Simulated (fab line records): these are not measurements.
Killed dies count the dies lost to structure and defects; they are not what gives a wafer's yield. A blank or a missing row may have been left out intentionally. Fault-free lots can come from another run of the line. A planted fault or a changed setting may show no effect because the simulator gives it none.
fab line records	flow n5Finfet
record: lots: 9	wafers: 26	lastDay: 18
route steps=1938 shown FIN_SAQP@115 BEOL_M4@1111 PASSIVATION@1936
lots with no fault: from the same line, run without faults
startH: start of the lot's first displayed wafer, in hours after the record's first day	waitH: time in hours since the lot's previous step	" repeats the value in the row above	L1.1+2: a single row standing in for several wafers	- no value, or no start given	* or withheld: withheld	< > ~ a bound
route shown NAME@n: NAME is a module with steps in the file, n the number in the route of the first one	usual: mean and standard deviation over wafers with no fault	same: alike in all rows	chamber/n: place in a boat	sites: per-site readings	_std_site: the standard deviation of these	_edge_site: inner sites' mean taken away from outer sites' mean	radiusMm: how far each site lies from the wafer's centre	mask NAME#n: copy n	behind: the most recent tool/chamber to have shaped the wafer	hold: reason for holding the lot/hours on hold/outcome of the hold	device: which transistor (n, p or np) failed to switch	end of line: at the end of the route, the tests of the same wafers	for a step that has no rows: nothing shown but its recipe	killed: count of dies lost to structure and defects at first sort (not the wafer's yield)	map: the dies of a wafer, with x for killed, . for not killed, _ for no die there
set.NAME: the setting that was run; set.NAME@STEP: the one run at that earlier step	model.NAME: the simulator's own value behind a step, which no gauge read
one table for each step of the route and one row for each wafer, over a sample of lots
services: from which hour (startH, from the record's first day; less than 0 if before it) a tool's chamber was out of use, for how many hours, and why
== steps ==
step: N5_FIN_SAQP_ETCH_51
recipe: chemistry: CF4	target: SiARC	targetDepthA: 455	maskMaterial: CAR-ArF	timeS: 75.8	ionEnergyEv: 80	pressureMtorr: 40	sourceW: 545	biasW: 36	Ar_flow_sccm: 100	cf4FlowSccm: 100	ends: cleared
usual: cf4FlowSccm: 100.04/0.3	drypumpMotorCurrentA: 5.7/0.32	etchRfOnTimeS: 74.9/2.1	oesProductAu: 0.69/0.079	rfVppV: 184.4/1.1	showerheadPlenumPTorr: 2.17/0.063	throttleValvePct: 15.59/0.24
lot.wafer	tool	chamber	startH	waitH	cf4FlowSccm	drypumpMotorCurrentA	etchRfOnTimeS	oesProductAu	rfHoursCounterH	rfVppV	showerheadPlenumPTorr	throttleValvePct
L863.2	rieDiel-03	3	58.29	0.0	100.01	5.3	76.0	0.78	15	184.0	2.18	15.34
L863.3	"	0	"	"	99.88	5.7	74.7	0.60	216	184.2	2.20	15.72
L863.4	"	2	"	"	100.20	6.2	75.8	0.78	19	186.0	2.28	15.83
L865.1	rieDiel-03	3	70.29	0.0	100.11	5.3	77.3	0.77	18	184.9	2.18	15.32
L865.5	"	1	"	"	100.00	6.0	75.2	0.59	-	183.7	2.12	16.07
L865.6	"	0	"	"	100.03	5.7	75.1	0.59	-	184.9	2.20	15.73
L869.1	rieDiel-03	2	93.99	0.0	99.92	6.2	74.7	0.76	31	184.2	2.27	15.85
L869.3	"	3	"	"	99.88	5.3	75.7	0.76	27	183.7	2.18	15.36
L869.4	"	0	"	"	99.83	5.7	73.6	0.59	-	184.5	2.19	15.79
L871.3	rieDiel-03	0	108.05	0.0	99.84	5.7	73.8	0.59	235	184.2	2.19	15.74
L871.5	"	2	"	"	100.03	6.2	75.1	0.75	-	184.1	2.27	15.87
L871.6	"	3	"	"	99.94	5.3	75.8	0.75	-	183.7	2.18	15.36
L875.2	rieDiel-05	1	129.98	0.0	100.22	5.3	76.5	0.69	80	186.2	2.24	15.37
L875.4	"	1	"	"	100.48	5.3	77.1	0.69	-	185.3	2.24	15.37
L875.5	"	3	"	"	100.34	5.9	71.9	0.69	-	184.6	2.14	15.78
L877.1	rieDiel-05	0	142.28	0.0	100.04	5.6	73.6	0.62	213	183.0	2.14	15.58
L877.2	"	1	"	"	99.36	5.3	74.9	0.70	85	184.8	2.24	15.38
L878.2	rieDiel-05	1	148.46	0.0	99.95	5.3	76.0	0.69	88	185.2	2.24	15.39
L878.5	"	0	"	"	99.64	5.6	75.3	0.61	-	184.4	2.13	15.60
L878.6	"	3	"	"	99.50	5.9	72.4	0.67	-	183.5	2.14	15.81
L879.2	rieDiel-05	0	154.56	0.0	100.28	5.6	75.3	0.61	218	185.1	2.13	15.60
L879.3	"	1	"	"	100.43	5.3	76.0	0.69	90	186.6	2.24	15.39
L879.5	"	1	"	"	99.76	5.3	75.8	0.68	-	184.8	2.24	15.38
L880.2	rieDiel-05	3	159.70	0.0	99.78	5.8	71.3	0.68	164	185.4	2.14	15.82
L880.3	"	0	"	"	100.65	5.6	75.2	0.61	220	184.8	2.13	15.59
L880.5	"	2	"	"	99.93	6.2	72.6	0.79	-	184.1	2.17	15.20
step: N5_FIN_SAQP_HM_OPEN_73
recipe: chemistry: CHF3/O2	target: SiO2	stopOn: a-Si	targetDepthA: 120	overEtchFrac: 1.8	maskMaterial: SOC	timeS: 16.8	pressureMtorr: 30	sourceW: 650	biasW: 170	Ar_flow_sccm: 200	CHF3_flow_sccm: 50	O2_flow_sccm: 5	ionEnergyEv: 200	ends: endPoint
usual: drypumpMotorCurrentA: 5.7/0.32	oes_ar_750_au: 0.80/0.091	oesProductAu: 0.48/0.054	rfVppV: 534/18	showerheadPlenumPTorr: 2.45/0.074	throttleValvePct: 18.82/0.27
lot.wafer	tool	chamber	startH	waitH	drypumpMotorCurrentA	oes_ar_750_au	oesProductAu	rfHoursCounterH	rfVppV	showerheadPlenumPTorr	throttleValvePct
L863.2	rieDiel-03	3	58.46	0.0	5.3	0.90	0.55	15	517	2.46	18.58
L863.3	"	0	"	"	5.7	0.69	0.41	216	539	2.48	18.90
L863.4	"	2	"	"	6.1	0.93	0.55	19	538	2.59	19.25
L865.1	rieDiel-03	3	70.45	0.0	5.3	0.89	0.54	18	519	2.46	18.62
L865.5	"	1	"	"	6.0	0.69	0.41	-	547	2.37	19.22
L865.6	"	0	"	"	5.7	0.69	0.42	-	538	2.48	18.91
L869.1	rieDiel-03	2	94.15	0.0	6.2	0.90	0.53	31	536	2.58	19.30
L869.3	"	3	"	"	5.3	0.87	0.53	27	518	2.46	18.59
L869.4	"	0	"	"	5.7	0.70	0.41	-	541	2.47	18.93
L871.3	rieDiel-03	0	108.21	0.0	5.7	0.68	0.41	235	539	2.47	18.95
L871.5	"	2	"	"	6.2	0.89	0.53	-	536	2.58	19.27
L871.6	"	3	"	"	5.3	0.86	0.52	-	518	2.45	18.61
L875.2	rieDiel-05	1	130.14	0.0	5.3	0.79	0.49	80	565	2.52	18.56
L875.4	"	1	"	"	5.3	0.79	0.49	-	567	2.52	18.56
L875.5	"	3	"	"	5.9	0.78	0.47	-	548	2.41	19.03
L877.1	rieDiel-05	0	142.44	0.0	5.6	0.73	0.42	213	509	2.41	18.78
L877.2	"	1	"	"	5.3	0.78	0.48	86	565	2.52	18.55
L878.2	rieDiel-05	1	148.62	0.0	5.3	0.78	0.49	88	564	2.52	18.57
L878.5	"	0	"	"	5.6	0.73	0.43	-	509	2.41	18.78
L878.6	"	3	"	"	5.8	0.77	0.47	-	547	2.41	19.04
L879.2	rieDiel-05	0	154.72	0.0	5.6	0.72	0.42	218	510	2.41	18.79
L879.3	"	1	"	"	5.3	0.78	0.48	91	568	2.52	18.60
L879.5	"	1	"	"	5.3	0.78	0.49	-	568	2.52	18.59
L880.2	rieDiel-05	3	159.86	0.0	5.9	0.76	0.46	164	546	2.41	19.05
L880.3	"	0	"	"	5.6	0.72	0.42	220	510	2.40	18.79
L880.5	"	2	"	"	6.1	0.89	0.55	-	529	2.44	18.41
step: N5_FIN_SAQP_SPACER1_ALD_24
recipe: material: SiO2	targetThkA: 203	tempC: 300	aldPrecursorFamily: BDEAS	aldCoReactant: O2-plasma	pulseTimeS: 1	purgeTimeS: 2	coReactantPurgeTimeS: 2	aldCycles: 218	pressureTorr: 2
usual: heaterPowerW: 506/56	precursorPulseHeightRel: 0.998/0.02	susceptorTempC: 300.00/0.19
same: coReactantPurgeTimeS: 2
lot.wafer	tool	chamber	startH	waitH	heaterPowerW	precursorPulseHeightRel	susceptorTempC
L863.2	aldSin-02	0	59.49	0.3	343	1.014	272.99
L863.3	"	3	"	"	444	0.963	300.17
L863.4	"	2	"	"	480	1.007	299.94
L865.1	aldSin-02	0	71.53	0.3	326	0.984	273.22
L865.5	"	1	"	"	487	0.991	299.90
L865.6	"	2	"	"	476	1.014	299.83
L869.1	aldSin-03	0	95.41	0.6	541	0.987	299.93
L869.3	"	1	"	"	599	1.025	300.13
L869.4	"	2	"	"	541	1.014	300.04
L871.3	aldSin-03	3	109.44	0.2	472	1.009	299.92
L871.5	"	1	"	"	604	0.987	300.19
L871.6	"	2	"	"	559	1.004	300.09
L875.2	aldSin-02	0	131.04	0.3	409	1.005	300.14
L875.4	"	2	"	"	491	1.006	300.07
L875.5	"	0	"	"	404	0.960	300.09
L877.1	aldSin-03	3	143.35	0.3	465	1.021	299.93
L877.2	"	0	"	"	537	1.024	300.24
L878.2	aldSin-03	3	149.51	0.3	473	1.016	299.82
L878.5	"	1	"	"	610	1.007	300.07
L878.6	"	2	"	"	561	0.994	300.05
L879.2	aldSin-02	1	155.90	0.4	485	0.996	300.12
L879.3	"	2	"	"	498	1.018	299.96
L879.5	"	2	"	"	483	1.023	300.31
L880.2	aldSin-04	1	160.80	0.3	528	0.958	300.10
L880.3	"	0	"	"	510	0.995	300.24
L880.5	"	1	"	"	536	0.990	300.00
step: N5_FIN_SAQP_CD_MEAS_27
recipe: targetCdNm: 20	landingEnergyEv: 1000	detector: seInlens	polarity: line
usual: cdNm: 20.37/0.23
lot.wafer	tool	chamber	startH	waitH	cdNm
L863.2	cdSem-01	0	60.42	0.1	22.40
L863.3	"	0	"	"	20.47
L863.4	"	0	"	"	20.95
L865.1	cdSem-02	0	72.48	0.1	22.28
L865.5	"	0	"	"	20.10
L865.6	"	0	"	"	20.50
L869.1	cdSem-01	0	96.32	0.1	20.41
L869.3	"	0	"	"	20.24
L869.4	"	0	"	"	20.31
L871.3	cdSem-03	0	110.64	0.1	20.22
L871.5	"	0	"	"	20.41
L871.6	"	0	"	"	20.29
L875.2	cdSem-01	0	131.95	0.1	20.19
L875.4	"	0	"	"	20.42
L875.5	"	0	"	"	20.51
L877.1	cdSem-03	0	144.27	0.1	19.92
L877.2	"	0	"	"	20.24
L878.2	cdSem-01	0	150.43	0.1	20.35
L878.5	"	0	"	"	20.85
L878.6	"	0	"	"	20.27
L879.2	cdSem-03	0	156.82	0.1	20.23
L879.3	"	0	"	"	20.40
L879.5	"	0	"	"	20.38
L880.2	cdSem-01	0	161.81	0.1	20.38
L880.3	"	0	"	"	20.31
L880.5	"	0	"	"	19.96
step: N5_FIN_SAQP_RECESS_63
recipe: chemistry: HF/NH3	target: SiO2	targetDepthA: 180	afsCycles: 3	tempC: 30	sublimationTempC: 180	sublimationTimeS: 60
usual: drypumpMotorCurrentA: 5.9/0.32
lot.wafer	tool	chamber	startH	waitH	drypumpMotorCurrentA
L863.2	vaporEtch-01	0	60.68	0.1	5.6
L863.3	"	0	"	"	5.5
L863.4	"	1	"	"	5.8
L865.1	vaporEtch-02	0	72.83	0.1	6.4
L865.5	"	1	"	"	5.9
L865.6	"	0	"	"	6.4
L869.1	vaporEtch-02	0	96.73	0.1	6.4
L869.3	"	0	"	"	6.4
L869.4	"	1	"	"	5.9
L871.3	vaporEtch-01	1	111.22	0.2	5.8
L871.5	"	0	"	"	5.5
L871.6	"	1	"	"	5.8
L875.2	vaporEtch-02	0	132.22	0.1	6.4
L875.4	"	0	"	"	6.4
L875.5	"	1	"	"	5.9
L877.1	vaporEtch-01	1	144.80	0.1	5.8
L877.2	"	0	"	"	5.5
L878.2	vaporEtch-01	1	150.69	0.1	5.8
L878.5	"	0	"	"	5.5
L878.6	"	1	"	"	5.8
L879.2	vaporEtch-01	1	157.34	0.1	5.8
L879.3	"	1	"	"	5.8
L879.5	"	0	"	"	5.5
L880.2	vaporEtch-02	0	162.09	0.1	6.4
L880.3	"	0	"	"	6.4
L880.5	"	0	"	"	6.4
step: N5_BEOL_M4_RC_MEAS_101
usual: DIBL_N: 36.2/2.4	DIBL_P: 36.2/2.6	IOFF_N: 0.16/0.045	IOFF_P: 0.21/0.046	ION_N: 674/17	ION_P: 463/11	SS_N: 71.5/0.77	SS_P: 73.1/0.76	VT_N: 250/3.9	VT_P: -250/3.9
lot.wafer	tool	chamber	startH	waitH	DIBL_N[mV/V]	DIBL_P[mV/V]	IOFF_N[nA/um]	IOFF_P[nA/um]	ION_N[uA/um]	ION_P[uA/um]	SS_N[mV/dec]	SS_P[mV/dec]	VT_N[mV]	VT_P[mV]
L863.2	prober-02	0	238.73	0.2	41.0	42.2	0.28	0.30	694	466	73.2	74.2	240	-244
L863.3	"	0	"	"	36.6	37.4	0.16	0.21	689	469	71.8	73.1	249	-250
L863.4	"	0	"	"	36.7	37.1	0.17	0.20	683	461	71.7	73.0	249	-253
L865.1	prober-02	0	240.71	0.0	37.0	38.8	0.17	0.20	672	458	71.5	72.0	248	-249
L865.5	"	0	"	"	35.3	36.0	0.12	0.16	641	444	71.7	72.7	255	-256
L865.6	"	0	"	"	33.9	35.8	0.12	0.17	678	461	70.7	72.2	252	-253
L869.1	prober-01	0	249.60	0.0	37.6	36.0	0.17	0.26	671	466	71.2	73.7	250	-246
L869.3	"	0	"	"	31.5	28.5	0.09	0.14	648	451	69.6	72.5	254	-254
L869.4	"	0	"	"	36.7	34.3	0.17	0.23	681	471	71.2	73.0	246	-243
L871.3	prober-01	0	254.58	0.3	39.9	39.5	0.23	0.33	676	469	73.1	74.4	246	-244
L871.5	"	0	"	"	36.7	35.6	0.16	0.24	674	469	71.7	73.7	250	-247
L871.6	"	0	"	"	36.6	35.2	0.16	0.24	696	476	71.7	73.8	250	-246
L875.2	prober-02	0	279.63	0.2	37.8	38.2	0.20	0.24	681	466	71.0	73.6	243	-247
L875.4	"	0	"	"	36.7	37.2	0.18	0.22	684	465	71.7	73.4	248	-251
L875.5	"	0	"	"	36.5	35.5	0.17	0.19	670	459	71.9	72.6	248	-249
L877.1	prober-02	0	294.34	0.0	37.1	36.7	0.18	0.21	680	467	72.7	73.1	248	-250
L877.2	"	0	"	"	35.6	35.6	0.15	0.20	657	448	71.6	73.5	252	-252
L878.2	prober-01	0	300.46	0.2	34.8	33.8	0.12	0.17	681	468	71.7	72.6	251	-254
L878.5	"	0	"	"	37.0	35.0	0.15	0.19	644	444	71.8	72.1	253	-253
L878.6	"	0	"	"	40.3	41.5	0.24	0.32	707	482	72.2	73.8	243	-244
L879.2	prober-02	0	309.45	0.2	35.4	35.4	0.14	0.22	663	456	70.9	73.0	250	-248
L879.3	"	0	"	"	33.3	32.2	0.10	0.17	647	452	70.8	72.6	258	-251
L879.5	"	0	"	"	34.5	34.5	0.13	0.21	674	474	71.5	72.9	255	-250
L880.2	prober-01	0	319.56	0.9	33.8	34.0	0.13	0.21	661	458	71.6	72.5	253	-248
L880.3	"	0	"	"	38.3	38.9	0.21	0.28	687	475	71.9	73.3	247	-245
L880.5	"	0	"	"	32.8	33.3	0.12	0.19	688	477	72.0	71.6	253	-250
step: N5_PASSIVATION_PROBE_49
usual: defectLimitedYield: 91.2/1.4	killed_at_M0_to_M3: 33/9.5	killed_at_M4_up: 13/4.7	killedAtContacts: 11/5.3	killedAtFrontEnd: 42/12	killedAtOther: 5/3.3	killedDies: 104/17	killedOnRim: 14/4	killedOpen: 67/12	killedShort: 33/7.7	sort_bin_4_leakage: 0.01/0.058	sort_bin_5_function: 5.1/0.94	sort_bin_6_memory: 3.3/0.67	sort_bin_8_speed: 0.1/1.3	sortNPass: 1074/24	sortYieldPct: 91.1/2
same: grossDies: 1180	killedAtBackSide: 0
lot.wafer	tool	chamber	startH	waitH	defectLimitedYield[%]	killed_at_M0_to_M3	killed_at_M4_up	killedAtContacts	killedAtFrontEnd	killedAtOther	killedDies	killedOnRim	killedOpen	killedShort	sort_bin_4_leakage[%]	sort_bin_5_function[%]	sort_bin_6_memory[%]	sort_bin_8_speed[%]	sortNPass	sortYieldPct[%]
L865.1	prober-02	-	345.58	0.0	78.1	38	19	13	183	5	258	17	91	34	0	16.9	4.4	0	922	78.1
L865.5	prober-02	-	345.78	0.2	89.1	34	15	26	47	7	129	15	86	31	0	6.5	4.2	0.3	1048	88.8
L865.6	prober-02	-	345.83	0.3	89.3	28	23	15	57	3	126	13	82	41	0	6.3	4.0	0	1054	89.3
L863.2	prober-01	-	366.70	0.1	78.1	52	11	12	168	16	259	22	71	33	0.17	18.6	3.2	0	919	77.9
L863.3	prober-01	-	366.75	0.1	92.2	28	11	7	43	3	92	20	57	25	0	4.0	3.1	0	1088	92.2
L863.4	prober-01	-	366.80	0.2	90.8	40	15	5	46	3	109	14	74	32	0	5.0	4.0	0	1071	90.8
L869.1	prober-02	-	370.59	0.0	92.1	26	9	17	37	4	93	9	61	27	0	4.3	3.3	0	1087	92.1
L869.3	prober-02	-	370.69	0.1	90.0	28	18	23	47	2	118	16	72	44	0	6.3	3.4	0.2	1060	89.8
L869.4	prober-02	-	370.74	0.2	90.0	20	9	21	66	2	118	14	70	46	0	5.9	3.7	0	1062	90.0
L871.3	prober-01	-	376.74	0.1	88.8	55	21	11	45	0	132	16	85	47	0	6.9	3.9	0	1048	88.8
L871.5	prober-01	-	376.84	0.2	90.8	38	21	16	31	2	108	10	70	37	0	6.4	2.5	0	1072	90.8
L871.6	prober-01	-	376.89	0.3	91.9	43	20	8	23	2	96	17	62	27	0	3.9	3.3	0	1084	91.9
L877.1	prober-02	-	406.89	0.0	92.8	28	14	10	25	8	85	12	57	28	0	4.1	2.8	0	1095	92.8
L877.2	prober-02	-	406.94	0.1	92.1	21	14	15	38	5	93	11	64	27	0	4.4	3.3	0.1	1086	92.0
L879.2	prober-01	-	419.05	0.1	89.5	33	24	9	53	5	124	13	87	30	0	5.1	4.9	0	1056	89.5
L879.3	prober-01	-	419.10	0.1	90.8	45	9	13	40	2	109	13	73	36	0	5.8	3.3	0.1	1070	90.7
L879.5	prober-01	-	419.20	0.2	89.5	23	20	12	68	1	124	12	86	35	0	7.1	3.4	0	1056	89.5
L880.2	prober-02	-	432.34	0.1	90.2	35	13	9	50	9	116	18	79	33	0	6.5	3.2	0	1064	90.2
L880.3	prober-02	-	432.39	0.1	89.8	28	10	27	52	3	120	19	86	33	0	5.3	4.5	0	1060	89.8
L880.5	prober-02	-	432.49	0.2	91.8	32	8	9	37	11	97	8	61	36	0	5.8	2.3	0	1083	91.8
killed by level:class
L865.1 FIN_SAQP:areaAld=127 FIN_SAQP:geometricParticle:open=16 BEOL_M0_SAQP:geometricParticle:open=12 MOL_CONTACT_COAG:geometricParticle:open=11 DUMMY_GATE:geometricParticle:open=9 GATE_CUT:geometricParticle:open=7 FIN_SAQP:geometricParticle:short=6 GATE_CUT:geometricParticle:short=5
L865.5 MOL_CONTACT_COAG:geometricParticle:open=23 BEOL_M0_SAQP:geometricParticle:open=15 FIN_SAQP:geometricParticle:open=10 BEOL_M0_SAQP:geometricParticle:short=10 STI_FIN_REVEAL:geometricParticle:open=7 GATE_CUT:geometricParticle:short=7 DUMMY_GATE:geometricParticle:open=6 DUMMY_GATE:geometricParticle:short=4
L865.6 FIN_SAQP:geometricParticle:short=21 MOL_CONTACT_COAG:geometricParticle:open=12 FIN_SAQP:geometricParticle:open=11 BEOL_M5:geometricParticle:open=10 DUMMY_GATE:geometricParticle:open=8 BEOL_M0_SAQP:geometricParticle:open=8 BEOL_M3:geometricParticle:open=7 BEOL_M0_SAQP:geometricParticle:short=6
L863.2 FIN_SAQP:areaAld=138 PASSIVATION:areaEtch=15 BEOL_M3:geometricParticle:open=11 BEOL_M2:geometricParticle:open=10 MOL_CONTACT_COAG:geometricParticle:open=9 BEOL_M0_SAQP:geometricParticle:short=7 BEOL_M0_SAQP:geometricParticle:open=6 BEOL_M0:geometricParticle:open=5
L863.3 BEOL_M2:geometricParticle:open=13 HKMG_FIN:areaEtch=8 FIN_SAQP:geometricParticle:open=6 DUMMY_GATE:geometricParticle:open=6 FIN_SAQP:geometricParticle:short=5 STI_FIN_REVEAL:geometricParticle:open=4 MOL_CONTACT_COAG:geometricParticle:open=4 GATE_CUT:geometricParticle:open=3
L863.4 STI_FIN_REVEAL:geometricParticle:open=17 BEOL_M2:geometricParticle:open=16 STI_FIN_REVEAL:geometricParticle:short=5 BEOL_M1:geometricParticle:open=5 BEOL_M5:geometricParticle:open=5 GATE_CUT:geometricParticle:short=4 MOL_CONTACT_COAG:geometricParticle:open=4 BEOL_M0_SAQP:geometricParticle:short=4
L869.1 MOL_CONTACT_COAG:geometricParticle:open=14 FIN_SAQP:geometricParticle:open=11 FIN_SAQP:geometricParticle:short=10 BEOL_M0_SAQP:geometricParticle:open=7 BEOL_M2:geometricParticle:open=6 GATE_CUT:geometricParticle:short=5 BEOL_M3:geometricParticle:open=5 BEOL_M5:geometricParticle:open=5
L869.3 FIN_SAQP:geometricParticle:short=13 MOL_CONTACT_COAG:geometricParticle:open=12 MOL_CONTACT_COAG:geometricParticle:short=11 FIN_SAQP:geometricParticle:open=10 STI_FIN_REVEAL:geometricParticle:open=9 BEOL_M0_SAQP:geometricParticle:open=7 BEOL_M4:geometricParticle:open=7 BEOL_M0_SAQP:geometricParticle:short=6
L869.4 FIN_SAQP:geometricParticle:short=17 MOL_CONTACT_COAG:geometricParticle:open=17 FIN_SAQP:geometricParticle:open=16 GATE_CUT:geometricParticle:short=8 DUMMY_GATE:geometricParticle:short=7 GATE_CUT:geometricParticle:open=6 BEOL_M3:geometricParticle:open=6 STI_FIN_REVEAL:geometricParticle:open=5
L871.3 BEOL_M0_SAQP:geometricParticle:short=15 BEOL_M0:geometricParticle:open=11 MOL_CONTACT_COAG:geometricParticle:open=11 BEOL_M4:geometricParticle:open=11 BEOL_M1:geometricParticle:open=10 ILD0:geometricParticle:short=9 STI_FIN_REVEAL:geometricParticle:open=8 BEOL_M2:geometricParticle:open=7
L871.5 MOL_CONTACT_COAG:geometricParticle:open=13 ILD0:geometricParticle:short=9 BEOL_M0_SAQP:geometricParticle:open=9 BEOL_M0_SAQP:geometricParticle:short=8 BEOL_M2:geometricParticle:open=7 BEOL_M4:geometricParticle:open=7 FIN_SAQP:geometricParticle:short=6 BEOL_M5:geometricParticle:open=6
L871.6 BEOL_M0_SAQP:geometricParticle:short=11 BEOL_M4:geometricParticle:open=10 BEOL_M0_SAQP:geometricParticle:open=9 MOL_CONTACT_COAG:geometricParticle:open=7 BEOL_M1:geometricParticle:open=7 BEOL_M2:geometricParticle:open=6 HKMG_FIN:areaEtch=5 STI_FIN_REVEAL:geometricParticle:open=4
L877.1 BEOL_M3:geometricParticle:open=12 MOL_CONTACT_COAG:geometricParticle:open=9 FIN_SAQP:geometricParticle:short=6 DUMMY_GATE:geometricParticle:open=6 BEOL_M2:geometricParticle:open=6 BEOL_M4:geometricParticle:open=5 MIM_TOP_ETCH:geometricParticle:short=5 STI_FIN_REVEAL:geometricParticle:open=4
L877.2 DUMMY_GATE:geometricParticle:open=11 MOL_CONTACT_COAG:geometricParticle:open=11 BEOL_M3:geometricParticle:open=9 BEOL_M4:geometricParticle:open=9 STI_FIN_REVEAL:geometricParticle:open=7 FIN_SAQP:geometricParticle:open=4 DUMMY_GATE:geometricParticle:short=4 MOL_CONTACT_COAG:geometricParticle:short=4
L879.2 STI_FIN_REVEAL:geometricParticle:open=16 BEOL_M4:geometricParticle:open=13 FIN_SAQP:geometricParticle:open=11 BEOL_M3:geometricParticle:open=9 BEOL_M0_SAQP:geometricParticle:open=8 MOL_CONTACT_COAG:geometricParticle:open=6 FIN_SAQP:geometricParticle:short=5 DUMMY_GATE:geometricParticle:open=4
L879.3 MOL_CONTACT_COAG:geometricParticle:open=12 STI_FIN_REVEAL:geometricParticle:open=11 BEOL_M2:geometricParticle:open=10 BEOL_M0_SAQP:geometricParticle:short=10 BEOL_M0_SAQP:geometricParticle:open=9 FIN_SAQP:geometricParticle:short=6 FIN_SAQP:geometricParticle:open=5 BEOL_M1:geometricParticle:open=4
L879.5 STI_FIN_REVEAL:geometricParticle:open=19 FIN_SAQP:geometricParticle:open=16 BEOL_M4:geometricParticle:open=10 MOL_CONTACT_COAG:geometricParticle:open=9 GATE_CUT:geometricParticle:short=8 BEOL_M0_SAQP:geometricParticle:short=8 FIN_SAQP:geometricParticle:short=7 BEOL_M0_SAQP:geometricParticle:open=7
L880.2 STI_FIN_REVEAL:geometricParticle:open=17 FIN_SAQP:geometricParticle:open=11 MOL_CONTACT_COAG:geometricParticle:open=8 BEOL_M3:geometricParticle:open=8 BEOL_M3:geometricParticle:short=7 BEOL_M2:geometricParticle:open=6 GATE_CUT:geometricParticle:short=5 BEOL_M0_SAQP:geometricParticle:short=5
L880.3 MOL_CONTACT_COAG:geometricParticle:open=21 STI_FIN_REVEAL:geometricParticle:open=16 FIN_SAQP:geometricParticle:open=10 FIN_SAQP:geometricParticle:short=9 BEOL_M4:geometricParticle:open=7 BEOL_M3:geometricParticle:open=6 MOL_CONTACT_COAG:geometricParticle:short=6 GATE_CUT:geometricParticle:short=5
L880.5 BEOL_M3:geometricParticle:open=15 FIN_SAQP:geometricParticle:short=10 FIN_SAQP:geometricParticle:open=9 MOL_CONTACT_COAG:geometricParticle:open=8 GATE_CUT:geometricParticle:short=5 BEOL_M0_SAQP:geometricParticle:short=4 DUMMY_GATE:geometricParticle:open=3 BEOL_M0_SAQP:geometricParticle:open=3
== services ==
tool	chamber	startH	hours	kind
vaporEtch-02	-	55.57	2.8	pm
aldSin-02	3	56.29	1.7	repair
aldSin-03	-	56.38	1.0	repair
aldSin-04	-	66.74	0.3	repair
rieDiel-05	2	71.65	3.2	repair
rieDiel-05	1	71.87	4.6	repair
rieDiel-05	2	77.21	-	clean
rieDiel-05	2	77.21	-	consumableReplace:focusRing
rieDiel-05	2	77.21	19.9	scheduledDown
rieDiel-05	2	77.21	19.9	ventCycle
aldSin-04	-	86.24	14.0	pm
aldSin-04	0	86.24	14.0	ventCycle
aldSin-04	1	86.24	14.0	ventCycle
aldSin-04	2	86.24	14.0	ventCycle
rieDiel-03	1	92.52	-	clean
rieDiel-03	1	92.52	-	consumableReplace:focusRing
rieDiel-03	1	92.52	24.2	scheduledDown
rieDiel-03	1	92.52	24.2	ventCycle
rieDiel-05	2	126.24	11.1	repair
rieDiel-03	0	141.00	-	clean
rieDiel-03	0	141.00	-	consumableReplace:focusRing
rieDiel-03	0	141.00	21.1	scheduledDown
rieDiel-03	0	141.00	21.1	ventCycle
aldSin-02	-	161.48	2.8	pm
== key ==
firstSign: step: N5_FIN_SAQP_SPACER1_ALD_24	reading: susceptorTempC	direction: down	sigmas: 99+	usual: *	struck: *
effect: step: N5_FIN_SAQP_CD_MEAS_27	reading: cdNm	direction: up	sigmas: 8.6	usual: 20.37	struck: 22.34
effect: step: N5_PASSIVATION_PROBE_49	reading: sort_bin_5_function	direction: up	sigmas: 13	usual: 5.1	struck: 17.8
moreKillsBornAt: N5_FIN_SAQP_SPACER1_ALD_24@aldSin-02: 265
metAt N5_FIN_SAQP_SPACER1_ALD_24
struckLots L863,L865
struckWafers L863.2,L865.1
baselineLoss: step: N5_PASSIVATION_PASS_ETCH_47	wafers: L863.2
notActingAt N5_FIN_SAQP_ETCH_51,N5_FIN_SAQP_HM_OPEN_73,N5_FIN_SAQP_RECESS_63
fault: kind: processParameterDrift	tool: aldSin-02	chamber: 0	onsetH: 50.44	steps: N5_FIN_SAQP_SPACER1_ALD_24	channel: tempC	offset: *	shape: step	endH: 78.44	actsIn: *	stated: *
baselineLoss: these wafers lose ten dies or more at that step, a loss of the line's own and not of a fault; the sort's usual values leave them out
